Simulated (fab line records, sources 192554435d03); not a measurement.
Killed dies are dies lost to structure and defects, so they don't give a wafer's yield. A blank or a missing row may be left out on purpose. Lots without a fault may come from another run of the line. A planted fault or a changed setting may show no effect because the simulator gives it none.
fab line records | flow n5_finfet
record lots=9 wafers=27 last_day=18
route steps=1938 shown PMOS_HMC_CHANNEL_EPI@74 FIN_SAQP@97 BEOL_M4@1111 PASSIVATION@1936
lots that met no fault: from a run of the same line without faults
start_h: hours from the record's first day to the start of the lot's first wafer shown | wait_h: hours since the lot's step before | " the same as in the row above | L1.1+2: a row that stands for several wafers | - no value, or no start given | * or withheld: withheld | < > ~ a bound
route shown NAME@n: a module of which the file shows steps, and the number in the route of the first | usual: mean/standard deviation of fault-free wafers | same: alike in all rows | chamber/n: place in a boat | sites: the reading at each site | _std_site: their standard deviation | _edge_site: outer sites' mean less inner sites' | radius_mm: how far each site lies from the wafer's centre | mask NAME#n: copy n | behind: the tool/chamber that last shaped the wafer | hold: why the lot was held/for how many hours/how that ended | device: the transistor (n, p or np) that didn't switch | end of line: the same wafers' tests at the end of the route | a step without rows: its recipe alone | killed: dies lost to structure and defects at the first sort, not the wafer's yield | map: a wafer's dies, x killed, . not, _ none there
set.NAME: the setting as run; set.NAME@STEP: as run at that earlier step | model.NAME: the simulator's own value behind a step, which no gauge read
steps of the route over a sample of lots; a table a step, a row a wafer
services: from which hour (start_h, from the record's first day; less than 0 if before it) a tool's chamber was out of use, for how many hours, and why
## steps
# step N5_PMOS_HMC_CHANNEL_EPI_FIN_RECESS_16
# recipe chemistry=HBr/Cl2 target=Si mask_material=SiO2 target_depth_a=540 time_s=18 pressure_mtorr=10 icp_w=800 bias_w=75 HBr_flow_sccm=150 Cl2_flow_sccm=80
# usual drypump_motor_current_A=5.5/0.58 oes_product_au=0.992/0.014 throttle_valve_pct=35.37/0.24
# columns lot.wafer tool chamber start_h wait_h drypump_motor_current_A oes_product_au rf_hours_counter_h throttle_valve_pct
L681.2 rie_si-02 1 18.05 0.0 5.5 0.981 84 35.43
L681.3 " 3 " " 5.8 0.986 65 35.25
L681.6 " 2 " " 4.9 0.996 - 35.57
L683.2 rie_si-02 0 30.10 0.0 5.1 1.028 156 35.43
L683.5 " 1 " " 5.5 0.995 - 35.41
L683.6 " 2 " " 4.8 0.994 - 35.55
L684.2 rie_si-03 0 35.73 0.0 5.0 0.991 22 34.94
L684.3 " 3 " " 6.5 0.988 95 35.23
L684.6 " 0 " " 5.0 0.981 - 34.95
L685.2 rie_si-03 0 41.63 0.0 5.0 0.989 22 34.94
L685.3 " 3 " " 6.6 0.996 95 35.22
L685.6 " 3 " " 6.5 0.996 - 35.23
L689.1 rie_si-02 1 65.64 0.0 5.5 0.992 85 35.42
L689.2 " 0 " " 5.1 1.031 157 35.42
L689.4 " 2 " " 4.8 1.003 181 35.55
L700.2 rie_si-03 1 133.93 0.0 5.8 0.972 87 35.72
L700.4 " 2 " " 6.3 1.011 39 35.62
L700.6 " 1 " " 5.8 0.971 - 35.72
L699.1 rie_si-05 1 134.54 0.0 5.8 0.991 57 35.15
L699.2 " 0 " " 5.0 0.987 1 35.12
L699.3 " 2 " " 5.1 0.999 66 35.53
L702.1 rie_si-03 3 143.86 0.0 6.5 0.990 96 35.21
L702.3 " 2 " " 6.3 1.000 39 35.65
L702.6 " 0 " " 5.0 0.986 - 34.94
L703.1 rie_si-03 3 150.08 0.0 6.6 0.989 97 35.25
L703.4 " 2 " " 6.2 1.008 - 35.63
L703.5 " 3 " " 6.6 0.983 - 35.25
# step N5_PMOS_HMC_CHANNEL_EPI_THK_MEAS_22
# recipe reads=SiGe30_of_PMOS_HMC_CHANNEL_EPI_EPI_20
# usual HMC_CMP_THK=53.9/0.89
# columns lot.wafer tool chamber start_h wait_h HMC_CMP_THK[nm]
L681.2 film_metro-02 - 19.86 - 53.8
L681.3 " - " " 54.3
L681.6 " - " " 53.9
L683.2 film_metro-02 - 31.91 - 53.5
L683.5 " - " " 54.1
L683.6 " - " " 53.9
L684.2 film_metro-01 - 37.54 - 54.7
L684.3 " - " " 52.8
L684.6 " - " " 54.2
L685.2 film_metro-01 - 43.45 - 54.8
L685.3 " - " " 53.9
L685.6 " - " " 53.2
L689.1 film_metro-02 - 67.44 - 54.8
L689.2 " - " " 53.4
L689.4 " - " " 54.2
L700.2 film_metro-01 - 135.73 - 53.3
L700.4 " - " " 56.4
L700.6 " - " " 53.2
L699.1 film_metro-01 - 136.75 - 36.0
L699.2 " - " " 36.1
L699.3 " - " " 53.9
L702.1 film_metro-01 - 145.66 - 52.9
L702.3 " - " " 54.4
L702.6 " - " " 54.5
L703.1 film_metro-01 - 151.88 - 52.6
L703.4 " - " " 54.9
L703.5 " - " " 52.6
# step N5_FIN_SAQP_THK_MEAS_05
# usual thk_nm=38.3/0.46
# columns lot.wafer tool chamber start_h wait_h thk_nm
L681.2 film_metro-01 - 20.99 0.1 37.7
L681.3 " - " " 38.3
L681.6 " - " " 38.3
L683.2 film_metro-02 - 33.17 0.1 37.3
L683.5 " - " " 38.3
L683.6 " - " " 38.7
L684.2 film_metro-02 - 38.65 0.1 38.0
L684.3 " - " " 37.5
L684.6 " - " " 38.6
L685.2 film_metro-01 - 44.56 0.1 37.7
L685.3 " - " " 38.2
L685.6 " - " " 38.6
L689.1 film_metro-01 - 68.61 0.1 38.0
L689.2 " - " " 37.6
L689.4 " - " " 37.8
L700.2 film_metro-02 - 137.34 0.1 37.3
L700.4 " - " " 38.0
L700.6 " - " " 38.2
L699.1 film_metro-02 - 137.94 0.1 37.9
L699.2 " - " " 37.3
L699.3 " - " " 37.8
L702.1 film_metro-01 - 147.17 0.1 37.6
L702.3 " - " " 37.7
L702.6 " - " " 38.4
L703.1 film_metro-02 - 153.09 0.1 38.2
L703.4 " - " " 38.1
L703.5 " - " " 38.9
# step N5_FIN_SAQP_PECVD_47
# recipe material=a-Si target_thk_a=450 temp_c=400 precursor=SiH4/He pressure_torr=3 rf_w=100 time_s=36.3
# usual heater_power_w=825/67 showerhead_plenum_p_Torr=5.65/0.04 throttle_valve_pct=17.8/0.63
# columns lot.wafer tool chamber start_h wait_h heater_power_w showerhead_plenum_p_Torr throttle_valve_pct
L681.2 pecvd-01 0 21.03 0.0 729 5.64 18.3
L681.3 " 1 " " 822 5.68 17.3
L681.6 " 0 " " 734 5.66 18.4
L683.2 pecvd-03 0 33.21 0.0 824 5.61 17.9
L683.5 " 1 " " 890 5.59 18.4
L683.6 " 2 " " 783 5.67 16.6
L684.2 pecvd-03 0 38.68 0.0 872 5.61 17.6
L684.3 " 2 " " 808 5.65 16.6
L684.6 " 2 " " 827 5.67 16.8
L685.2 pecvd-03 2 44.60 0.0 816 5.66 16.7
L685.3 " 1 " " 770 5.60 18.2
L685.6 " 0 " " 943 5.62 17.5
L689.1 pecvd-04 2 68.64 0.0 757 5.70 18.0
L689.2 " 0 " " 942 5.67 18.6
L689.4 " 0 " " 921 5.66 18.9
L700.2 pecvd-01 0 137.38 0.0 782 5.66 18.2
L700.4 " 0 " " 766 5.65 18.2
L700.6 " 1 " " 818 5.69 17.3
L699.1 pecvd-01 2 137.98 0.0 931 5.64 18.0
L699.2 " 1 " " 791 5.70 17.3
L699.3 " 0 " " 764 5.67 17.9
L702.1 pecvd-03 1 147.20 0.0 868 5.61 18.3
L702.3 " 2 " " 840 5.68 16.7
L702.6 " 2 " " 831 5.68 17.0
L703.1 pecvd-01 1 153.12 0.0 790 5.71 17.6
L703.4 " 1 " " 805 5.70 17.7
L703.5 " 2 " " 934 5.64 18.2
# step N5_FIN_SAQP_HM_DEP_72
# recipe material=SiO2 target_thk_a=120 temp_c=400 precursor=SiH4/N2O pressure_torr=0.75 rf_w=275 time_s=7.2
# usual heater_power_w=777/73 showerhead_plenum_p_Torr=8.09/0.11
# columns lot.wafer tool chamber start_h wait_h heater_power_w showerhead_plenum_p_Torr
L681.2 pecvd-04 2 21.24 0.0 722 8.26
L681.3 " 0 " " 850 8.16
L681.6 " 0 " " 835 8.15
L683.2 pecvd-03 1 33.42 0.0 834 7.95
L683.5 " 2 " " 781 8.15
L683.6 " 0 " " 786 8.01
L684.2 pecvd-03 1 38.89 0.0 851 7.96
L684.3 " 0 " " 927 8.02
L684.6 " 0 " " 929 8.00
L685.2 pecvd-04 1 44.80 0.0 715 7.94
L685.3 " 2 " " 686 8.24
L685.6 " 1 " " 746 7.92
L689.1 pecvd-01 0 68.85 0.0 787 8.13
L689.2 " 1 " " 717 8.24
L689.4 " 1 " " 746 8.25
L700.2 pecvd-01 1 137.58 0.0 756 8.23
L700.4 " 2 " " 861 8.04
L700.6 " 1 " " 764 8.26
L699.1 pecvd-04 1 138.19 0.0 657 7.94
L699.2 " 0 " " 823 8.15
L699.3 " 2 " " 629 8.30
L702.1 pecvd-01 1 147.41 0.0 682 8.23
L702.3 " 2 " " 898 8.05
L702.6 " 2 " " 872 8.04
L703.1 pecvd-03 0 153.33 0.0 863 8.00
L703.4 " 2 " " 670 8.16
L703.5 " 1 " " 847 7.98
# step N5_BEOL_M4_RC_MEAS_101
# usual CJ_P=5.78/0.18 DIBL_N=36.2/1.6 DIBL_P=36.5/1.9 IOFF_N=0.158/0.027 IOFF_P=0.21/0.038 ION_N=675/12 ION_P=464/8.9 SS_N=71.5/0.61 SS_P=73.4/0.59 VT_N=250.4/3 VT_P=-250/3.6
# columns lot.wafer tool chamber start_h wait_h CJ_P DIBL_N[mV/V] DIBL_P[mV/V] IOFF_N[nA/um] IOFF_P[nA/um] ION_N[uA/um] ION_P[uA/um] SS_N[mV/dec] SS_P[mV/dec] VT_N[mV] VT_P[mV]
L681.2 prober-02 0 167.34 0.2 5.65 34.3 35.5 0.138 0.19 668 457 70.9 72.3 252.3 -251
L681.3 " 0 " " 5.73 36.1 38.0 0.161 0.24 682 466 71.5 72.9 252.3 -251
L681.6 " 0 " " 5.77 36.9 38.7 0.184 0.25 688 465 72.0 73.2 249.9 -246
L683.2 prober-01 0 170.34 0.2 5.92 35.1 35.1 0.140 0.18 670 458 71.4 73.4 250.7 -254
L683.5 " 0 " " 5.80 34.4 34.7 0.130 0.18 663 461 70.9 73.1 255.0 -254
L683.6 " 0 " " 5.56 34.1 33.3 0.114 0.16 656 449 71.2 72.0 254.7 -255
L684.2 prober-01 0 185.63 0.2 5.66 36.9 36.6 0.154 0.22 666 461 72.4 73.5 254.4 -251
L684.3 " 0 " " 6.07 38.4 37.3 0.171 0.22 669 461 71.9 74.1 251.4 -252
L684.6 " 0 " " 5.73 36.7 35.5 0.148 0.20 670 458 71.7 72.9 253.9 -252
L685.2 prober-02 0 186.05 0.2 5.50 34.7 34.0 0.134 0.16 658 450 70.6 72.6 253.2 -257
L685.3 " 0 " " 5.92 36.7 37.3 0.164 0.21 661 457 71.9 73.3 253.0 -250
L685.6 " 0 " " 5.77 35.4 35.1 0.147 0.17 650 446 71.8 72.7 254.2 -256
L689.1 prober-01 0 212.54 0.0 5.59 37.5 36.6 0.156 0.18 666 452 71.0 73.1 250.0 -257
L689.2 " 0 " " 5.70 39.8 38.7 0.211 0.21 682 453 72.3 73.9 246.5 -255
L689.4 " 0 " " 5.73 36.0 34.4 0.128 0.16 651 437 71.1 73.0 256.1 -259
L700.2 prober-01 0 276.87 0.2 6.00 37.6 39.8 0.205 0.24 676 460 72.9 74.1 246.6 -249
L700.4 " 0 " " 5.39 35.3 38.0 0.153 0.21 669 462 71.9 74.0 252.0 -251
L700.6 " 0 " " 6.06 34.3 36.5 0.132 0.18 658 459 71.9 73.4 253.2 -253
L699.1 prober-01 0 281.24 0.0 6.55 35.9 35.6 0.144 0.17 699 395 71.7 73.5 248.9 -255
L699.2 " 0 " " 6.50 37.0 37.4 0.162 0.18 691 390 71.6 74.1 248.4 -257
L699.3 " 0 " " 5.93 38.6 40.1 0.212 0.30 705 488 72.1 74.0 245.7 -242
L702.1 prober-02 0 302.58 0.0 5.87 35.7 35.7 0.158 0.18 677 459 71.2 72.7 248.8 -254
L702.3 " 0 " " 5.75 36.8 38.1 0.175 0.23 666 457 71.6 73.8 247.5 -250
L702.6 " 0 " " 5.75 35.6 36.5 0.165 0.20 677 468 71.4 72.8 248.2 -251
L703.1 prober-02 0 320.57 0.0 5.89 35.0 34.8 0.149 0.22 664 463 71.1 72.8 250.4 -248
L703.4 " 0 " " 5.64 34.2 34.5 0.141 0.22 686 482 70.4 73.0 249.9 -248
L703.5 " 0 " " 6.05 32.9 33.3 0.116 0.19 666 469 71.3 73.1 252.7 -251
# step N5_PASSIVATION_PROBE_49
# usual defect_limited_yield=91.3/1.7 killed_at_M0_to_M3=33/11 killed_at_M4_up=14/5.5 killed_at_contacts=13/6.5 killed_at_front_end=39/13 killed_at_other=3.4/2.9 killed_dies=103/20 killed_open=69/15 killed_short=32/8.1 sort_bin_5_function=5.1/1.1 sort_bin_6_memory=3.3/0.74 sort_bin_8_speed=0.00/0.014 sort_n_pass=1077/20 sort_yield_pct=91.3/1.7
# same gross_dies=1180 killed_at_back_side=0 sort_bin_4_leakage[%]=0
# columns lot.wafer tool chamber start_h wait_h defect_limited_yield[%] killed_at_M0_to_M3 killed_at_M4_up killed_at_contacts killed_at_front_end killed_at_other killed_dies killed_open killed_short sort_bin_5_function[%] sort_bin_6_memory[%] sort_bin_8_speed[%] sort_n_pass sort_yield_pct[%]
L699.1 prober-02 - 393.78 0.0 92.1 21 17 9 44 2 93 64 28 4.5 3.1 92.12 0 0
L699.2 prober-02 - 393.83 0.1 89.7 35 18 23 42 3 121 75 44 5.3 4.6 89.75 0 0
L699.3 prober-02 - 393.88 0.1 91.5 29 13 20 34 4 100 72 27 4.7 3.4 0 1080 91.5
# killed by level:class
L699.1 FIN_SAQP:geometric_particle:short=10 DUMMY_GATE:geometric_particle:open=10 FIN_SAQP:geometric_particle:open=9 MOL_CONTACT_COAG:geometric_particle:open=7 BEOL_M0_SAQP:geometric_particle:open=7 BEOL_M2:geometric_particle:open=7 BEOL_M4:geometric_particle:open=7 STARTING-WAFER:geometric_particle:short=6
L699.2 MOL_CONTACT_COAG:geometric_particle:open=20 BEOL_M0_SAQP:geometric_particle:short=10 FIN_SAQP:geometric_particle:open=8 FIN_SAQP:geometric_particle:short=8 DUMMY_GATE:geometric_particle:open=8 BEOL_M3:geometric_particle:short=6 BEOL_M2:geometric_particle:open=6 BEOL_M3:geometric_particle:open=5
L699.3 MOL_CONTACT_COAG:geometric_particle:open=18 FIN_SAQP:geometric_particle:open=10 BEOL_M0_SAQP:geometric_particle:short=7 BEOL_M2:geometric_particle:open=7 FIN_SAQP:geometric_particle:short=5 BEOL_M0_SAQP:geometric_particle:open=5 BEOL_M3:geometric_particle:open=5 BEOL_M4:geometric_particle:open=5
## services
# columns tool chamber start_h hours kind
pecvd-01 1 0.59 2.1 scheduled_down
pecvd-01 - 35.09 14.6 pm
pecvd-01 - 49.69 5.5 pm
pecvd-04 0 52.63 6.8 repair
rie_si-05 0 56.33 - clean
rie_si-05 0 56.33 20.3 scheduled_down
rie_si-05 0 56.33 20.3 vent_cycle
pecvd-01 2 73.69 5.1 repair
pecvd-04 2 84.00 2.1 scheduled_down
rie_si-02 3 93.36 8.5 repair
pecvd-03 - 114.44 1.2 repair
rie_si-02 1 120.26 2.0 repair
pecvd-03 2 126.61 6.8 repair
pecvd-04 - 131.68 1.8 repair
pecvd-04 0 135.29 2.1 scheduled_down
pecvd-04 1 140.31 36.2 repair
pecvd-04 - 141.20 28.1 pm
rie_si-05 - 143.10 2.8 pm
rie_si-03 1 144.77 7.9 repair
## key
first_sign step=N5_PMOS_HMC_CHANNEL_EPI_THK_MEAS_22 reading=HMC_CMP_THK direction=down sigmas=20 usual=53.9 struck=36.0
effect step=N5_BEOL_M4_RC_MEAS_101 reading=ION_P direction=down sigmas=8 usual=464 struck=393
effect step=N5_BEOL_M4_RC_MEAS_101 reading=CJ_P direction=up sigmas=4 usual=5.78 struck=6.53
effect step=N5_PASSIVATION_PROBE_49 reading=sort_bin_8_speed direction=up sigmas=99+ usual=0.00 struck=90.93
met_at N5_PMOS_HMC_CHANNEL_EPI_FIN_RECESS_16
struck_lots L699
struck_wafers L699.1,L699.2
not_acting_at N5_FIN_SAQP_THK_MEAS_05,N5_FIN_SAQP_PECVD_47,N5_FIN_SAQP_HM_DEP_72
fault kind=process_parameter_drift tool=rie_si-05 chamber=- onset_h=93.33 steps=N5_PMOS_HMC_CHANNEL_EPI_FIN_RECESS_16 channel=time_s offset=* shape=step end_h=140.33 scope=struck_wafers_only acts_in=* stated=*
